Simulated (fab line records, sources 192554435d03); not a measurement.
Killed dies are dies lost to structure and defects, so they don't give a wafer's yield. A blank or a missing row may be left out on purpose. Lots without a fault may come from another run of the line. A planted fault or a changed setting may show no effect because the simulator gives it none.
Which tool did it? | flow n5_finfet | 24 lots, 72 wafers sampled, at 4 steps of a route of 1938

WHAT THE GAUGES READ, wafer by wafer
N5_BEOL_M5_THK_MEAS_53: measures by xrf. Usual: M5_THK 60.8 nm, standard deviation 1.9.
lot  | measured     | on            | M5_THK (nm)    | flag
L075 | day 8 17:44  | film_metro-01 | 63.1 62.5 59.5 |
L077 | day 8 21:58  | film_metro-01 | 57.3 57.0 58.4 |
L074 | day 8 21:44  | film_metro-01 | 60.6 61.5 59.8 |
L076 | day 9 00:02  | film_metro-02 | 59.7 61.6 58.1 |
L078 | day 9 22:15  | film_metro-02 | 61.0 58.7 59.3 |
L079 | day 10 00:53 | film_metro-02 | 62.6 62.8 58.6 |
L080 | day 9 20:12  | film_metro-02 | 59.0 59.8 60.7 |
L081 | day 10 08:40 | film_metro-01 | 60.0 58.2 58.4 |
L082 | day 10 17:54 | film_metro-02 | 59.9 60.6 60.4 |
L083 | day 11 02:01 | film_metro-01 | 60.2 60.2 60.0 |
L084 | day 11 08:43 | film_metro-02 | 59.0 57.6 60.7 |
L086 | day 11 09:10 | film_metro-01 | 62.3 61.5 57.7 |
L085 | day 11 18:02 | film_metro-02 | 60.9 61.3 62.0 |
L087 | day 12 06:13 | film_metro-02 | 61.0 59.7 62.4 |
L088 | day 12 12:10 | film_metro-02 | 59.9 61.8 60.6 |
L090 | day 12 14:43 | film_metro-02 | 60.8 60.5 62.9 |
L092 | day 12 21:48 | film_metro-02 | 62.3 63.9 59.2 |
L089 | day 13 04:23 | film_metro-02 | 61.4 61.8 63.0 |
L091 | day 13 06:16 | film_metro-01 | 59.3 63.4 58.5 |
L093 | day 13 12:40 | film_metro-01 | 60.4 61.9 59.7 |
L095 | day 13 22:22 | film_metro-01 | 63.4 63.0 62.2 |
L094 | day 13 23:40 | film_metro-02 | 62.3 63.1 64.2 |
L096 | day 14 04:50 | film_metro-01 | 58.6 63.1 57.5 |
L097 | day 14 19:01 | film_metro-02 | 60.0 58.1 59.5 |

WHICH TOOL RAN EACH LOT (tool, then ch and the chambers of the sampled wafers, then the start)
lot  | N5_BEOL_M4_ALD_84                   | N5_BEOL_M5_SURFACE_TREAT_87  | N5_BEOL_M5_ANNEAL_49
L075 | ald_metal-03 ch 1,2, day 8 04:03    | pvd_sputter-02, day 8 12:20  | pvd_sputter-02, day 8 12:40
L077 | ald_metal-03 ch 0,3, day 8 05:50    | pvd_sputter-03, day 8 16:08  | pvd_sputter-01, day 8 16:30
L074 | ald_metal-01 ch 0,2,3, day 8 05:59  | pvd_sputter-03, day 8 16:13  | pvd_sputter-03, day 8 16:41
L076 | ald_metal-03 ch 1,2,3, day 8 09:02  | pvd_sputter-02, day 8 18:20  | pvd_sputter-02, day 8 18:58
L078 | ald_metal-03 ch 0,1,3, day 8 21:41  | pvd_sputter-03, day 9 16:13  | pvd_sputter-03, day 9 16:34
L079 | ald_metal-01 ch 0,2,3, day 9 03:42  | pvd_sputter-01, day 9 16:20  | pvd_sputter-01, day 9 19:50
L080 | ald_metal-02 ch 0,1, day 9 05:11    | pvd_sputter-02, day 9 14:34  | pvd_sputter-02, day 9 14:52
L081 | ald_metal-02 ch 0,1,2, day 9 13:35  | pvd_sputter-01, day 10 03:17 | pvd_sputter-02, day 10 03:35
L082 | ald_metal-02 ch 0,3, day 9 21:26    | pvd_sputter-01, day 10 10:34 | pvd_sputter-01, day 10 10:52
L083 | ald_metal-03 ch 0,1,3, day 10 11:38 | pvd_sputter-03, day 10 20:40 | pvd_sputter-03, day 10 20:58
L084 | ald_metal-02 ch 0,2,3, day 10 17:55 | pvd_sputter-01, day 11 02:57 | pvd_sputter-02, day 11 03:19
L086 | ald_metal-01 ch 1,2,3, day 10 17:58 | pvd_sputter-01, day 11 03:17 | pvd_sputter-01, day 11 03:42
L085 | ald_metal-01 ch 2,3, day 11 00:08   | pvd_sputter-03, day 11 11:46 | pvd_sputter-01, day 11 12:49
L087 | ald_metal-03 ch 2,3, day 11 11:28   | pvd_sputter-02, day 11 20:47 | pvd_sputter-03, day 11 21:07
L088 | ald_metal-02 ch 0,1,3, day 11 17:54 | pvd_sputter-03, day 12 06:44 | pvd_sputter-03, day 12 07:06
L090 | ald_metal-01 ch 1,2,3, day 11 22:27 | pvd_sputter-02, day 12 09:14 | pvd_sputter-01, day 12 09:39
L092 | ald_metal-01 ch 0,2,3, day 12 06:48 | pvd_sputter-02, day 12 16:11 | pvd_sputter-02, day 12 16:44
L089 | ald_metal-02 ch 0,1,2, day 12 14:12 | pvd_sputter-03, day 12 22:55 | pvd_sputter-02, day 12 23:19
L091 | ald_metal-01 ch 0,2,3, day 12 14:18 | pvd_sputter-02, day 12 22:59 | pvd_sputter-03, day 13 01:01
L093 | ald_metal-02 ch 1,2,3, day 12 22:22 | pvd_sputter-01, day 13 07:11 | pvd_sputter-01, day 13 07:31
L095 | ald_metal-02 ch 0,3, day 13 06:23   | pvd_sputter-03, day 13 16:07 | pvd_sputter-01, day 13 16:44
L094 | ald_metal-03 ch 0,3, day 13 06:59   | pvd_sputter-02, day 13 18:13 | pvd_sputter-03, day 13 18:36
L096 | ald_metal-01 ch 1,2,3, day 13 13:45 | pvd_sputter-03, day 13 23:20 | pvd_sputter-03, day 13 23:46
L097 | ald_metal-03 ch 2,3, day 14 00:18   | pvd_sputter-03, day 14 13:36 | pvd_sputter-03, day 14 13:58
- N5_BEOL_M4_ALD_84: deposits TaN, pulse time 2 s, purge time 3 s, co reactant purge time 2 s.
- N5_BEOL_M5_SURFACE_TREAT_87
- N5_BEOL_M5_ANNEAL_49: time 1800 s.

WHAT THE TOOLS THEMSELVES READ (means of the sampled wafers that have a number; where no wafer has one, the mark that the record gives instead)
N5_BEOL_M4_ALD_84. Usual: heater_power_outer_w 237 W, standard deviation 29; heater_power_w 435 W, standard deviation 49; susceptor_temp_C 275.03 C, standard deviation 0.18.
lot  | tool         | heater_power_outer_w (W) | heater_power_w (W) | susceptor_temp_C (C) | flag
L075 | ald_metal-03 | 237                      | 393                | 274.94               |
L077 | ald_metal-03 | 254                      | 509                | 274.99               |
L074 | ald_metal-01 | 218                      | 415                | 275.17               |
L076 | ald_metal-03 | 241                      | 426                | 275.03               |
L078 | ald_metal-03 | 259                      | 466                | 275.14               |
L079 | ald_metal-01 | 218                      | 410                | 275.08               |
L080 | ald_metal-02 | 268                      | 473                | 275.06               |
L081 | ald_metal-02 | 263                      | 467                | 275.00               |
L082 | ald_metal-02 | 255                      | 453                | 274.87               |
L083 | ald_metal-03 | 256                      | 469                | 274.88               |
L084 | ald_metal-02 | 251                      | 433                | 275.04               |
L086 | ald_metal-01 | 206                      | 383                | 275.17               |
L085 | ald_metal-01 | 224                      | 396                | 274.98               |
L087 | ald_metal-03 | 239                      | 436                | 275.01               |
L088 | ald_metal-02 | 255                      | 446                | 274.92               |
L090 | ald_metal-01 | 203                      | 382                | 275.14               |
L092 | ald_metal-01 | 217                      | 415                | 274.95               |
L089 | ald_metal-02 | 265                      | 465                | 274.89               |
L091 | ald_metal-01 | 219                      | 411                | 274.92               |
L093 | ald_metal-02 | 244                      | 436                | 275.02               |
L095 | ald_metal-02 | 254                      | 448                | 275.03               |
L094 | ald_metal-03 | 253                      | 474                | 274.97               |
L096 | ald_metal-01 | 204                      | 380                | 275.23               |
L097 | ald_metal-03 | 224                      | 409                | 274.91               |

N5_BEOL_M5_ANNEAL_49. Usual: heater_power_w 817 W, standard deviation 82; susceptor_temp_C 400.00 C, standard deviation 0.23.
lot  | tool           | heater_power_w (W) | susceptor_temp_C (C) | flag
L075 | pvd_sputter-02 | 758                | 399.89               |
L077 | pvd_sputter-01 | 835                | 400.26               |
L074 | pvd_sputter-03 | 846                | 400.06               |
L076 | pvd_sputter-02 | 855                | 400.12               |
L078 | pvd_sputter-03 | 860                | 400.00               |
L079 | pvd_sputter-01 | 807                | 400.13               |
L080 | pvd_sputter-02 | 755                | 400.08               |
L081 | pvd_sputter-02 | 801                | 400.08               |
L082 | pvd_sputter-01 | 789                | 399.86               |
L083 | pvd_sputter-03 | 769                | 400.35               |
L084 | pvd_sputter-02 | 789                | 399.79               |
L086 | pvd_sputter-01 | 823                | 400.14               |
L085 | pvd_sputter-01 | 808                | 399.96               |
L087 | pvd_sputter-03 | 776                | 399.81               |
L088 | pvd_sputter-03 | 875                | 400.18               |
L090 | pvd_sputter-01 | 846                | 400.07               |
L092 | pvd_sputter-02 | 813                | 399.84               |
L089 | pvd_sputter-02 | 759                | 400.04               |
L091 | pvd_sputter-03 | 857                | 399.96               |
L093 | pvd_sputter-01 | 811                | 399.73               |
L095 | pvd_sputter-01 | 809                | 400.18               |
L094 | pvd_sputter-03 | 794                | 399.95               |
L096 | pvd_sputter-03 | 859                | 400.01               |
L097 | pvd_sputter-03 | 772                | 399.91               |

THE ANSWER, worked out from the rows above alone
Rule: a lot is off if the mean of its wafers that have a number lies more than 3 standard deviations from the usual mean. A lot without any number at a reading at which 4 lots or more have one is off too. The other lots that the step has rows for count as sound. The gauges are gone through in route order, then the tools' own readings, and for those a lot's mean is taken as printed above. The first step at which some lot is off is used, and at that step the reading that is off furthest; a lot without a number counts as furthest.
No lot is off at any reading shown: from this, nothing can be told.

WHAT THE SIMULATOR HAD PUT IN
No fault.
